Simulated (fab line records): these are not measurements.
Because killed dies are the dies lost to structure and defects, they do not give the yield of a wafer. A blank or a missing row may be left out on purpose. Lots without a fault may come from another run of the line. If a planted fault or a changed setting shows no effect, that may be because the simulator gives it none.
2 desks looking at one fault | flow n5-finfet | every desk sees just its own numbers, and what lay behind them comes last

== AT THE TOOL OWNER'S DESK: rie-si-05 ==
The tool's own readings at N5_DUMMY_GATE_TRIM_49 (chemistry O2, time 29 s, target cd 14 nm): means of the sampled wafers that have a number, for each lot that ran on this tool. A lot is out of limits, marked OUT, if its mean lies more than 4 standard deviations from the usual mean; the brackets give that distance.
Columns: A = drypump-motor-current-A at N5_DUMMY_GATE_TRIM_49, usual 5.8 A; B = oes-product-au at N5_DUMMY_GATE_TRIM_49, usual 0.999 a.u.; C = throttle-valve-pct at N5_DUMMY_GATE_TRIM_49, usual 8.15 %
lot  | first seen here | A   | B                | C
L168 | day 3 21:58     | 5.7 | 1.000            | 8.16
L177 | day 6 07:50     | 5.5 | 0.918 (-4.3) OUT | 8.29
This desk finds L177 out of limits, L177 being first, at day 6 07:50 (oes-product-au at N5_DUMMY_GATE_TRIM_49). L168 stayed within limits.

== METROLOGY DESK ==
What the gauges read, lot by lot, whatever tool the lot ran on: means of the sampled wafers that have a number. A lot is out of limits, marked OUT, if its mean lies more than 4 standard deviations from the usual mean; the brackets give that distance. Readings shown: 7 of its 12, picked as those furthest out on some lot.
Columns: A = cd-nm at N5_DUMMY_GATE_CD_MEAS_50, usual 13.8 nm; B = cd-nm at N5_DUMMY_GATE_CD_MEAS_24, usual 14.7 nm; C = DIBL_N at N5_BEOL_M4_RC_MEAS_101, usual 37.7 mV/V; D = IOFF_P at N5_BEOL_M4_RC_MEAS_101, usual 0.23 nA/um; E = ION_P at N5_BEOL_M4_RC_MEAS_101, usual 463 uA/um; F = VT_N at N5_BEOL_M4_RC_MEAS_101, usual 248 mV; G = VT_P at N5_BEOL_M4_RC_MEAS_101, usual -249 mV
lot  | first seen here | A    | B    | C    | D    | E   | F   | G
L166 | day 3 09:50     | 13.3 | 14.2 | 40.5 | 0.26 | 476 | 248 | -249
L167 | day 3 15:37     | 14.2 | 15.1 | 37.7 | 0.21 | 460 | 248 | -252
L168 | day 3 22:07     | 13.1 | 14.2 | 38.3 | 0.20 | 450 | 250 | -253
L177 | day 6 07:59     | 15.1 | 16.5 | 36.9 | 0.23 | 460 | 248 | -249
L180 | day 6 22:58     | 14.1 | 14.7 | 36.8 | 0.22 | 455 | 253 | -252
L181 | day 7 03:38     | 13.4 | 14.3 | 37.7 | 0.24 | 461 | 250 | -248
L182 | day 7 09:53     | 13.7 | 14.9 | 38.2 | 0.22 | 461 | 247 | -250
L183 | day 7 15:49     | 14.1 | 15.1 | 35.9 | 0.20 | 464 | 250 | -252
L184 | day 8 01:18     | 13.7 | 14.7 | 35.8 | 0.18 | 456 | 251 | -254
L187 | day 8 18:59     | 13.7 | 14.6 | 35.6 | 0.23 | 466 | 249 | -247
This desk found nothing out of limits on any of the 10 lots.

== PUT TOGETHER ==
The tool owner's desk had the chance to raise an alarm at day 6 07:50 on L177.
Metrology desk: nothing out of limits seen.
The metrology desk has L177 on record, within its limits.
N5_DUMMY_GATE_TRIM_49 was run on rie-si-05 by each of the lots named.

== WHAT THE SIMULATOR PUT IN ==
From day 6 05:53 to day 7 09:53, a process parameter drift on rie-si-05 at N5_DUMMY_GATE_TRIM_49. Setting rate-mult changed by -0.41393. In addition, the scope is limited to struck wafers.
Lots struck among those shown: L177.
How many hours passed from the start of the fault until each desk's first out-of-limits reading: the tool owner's desk, 2.
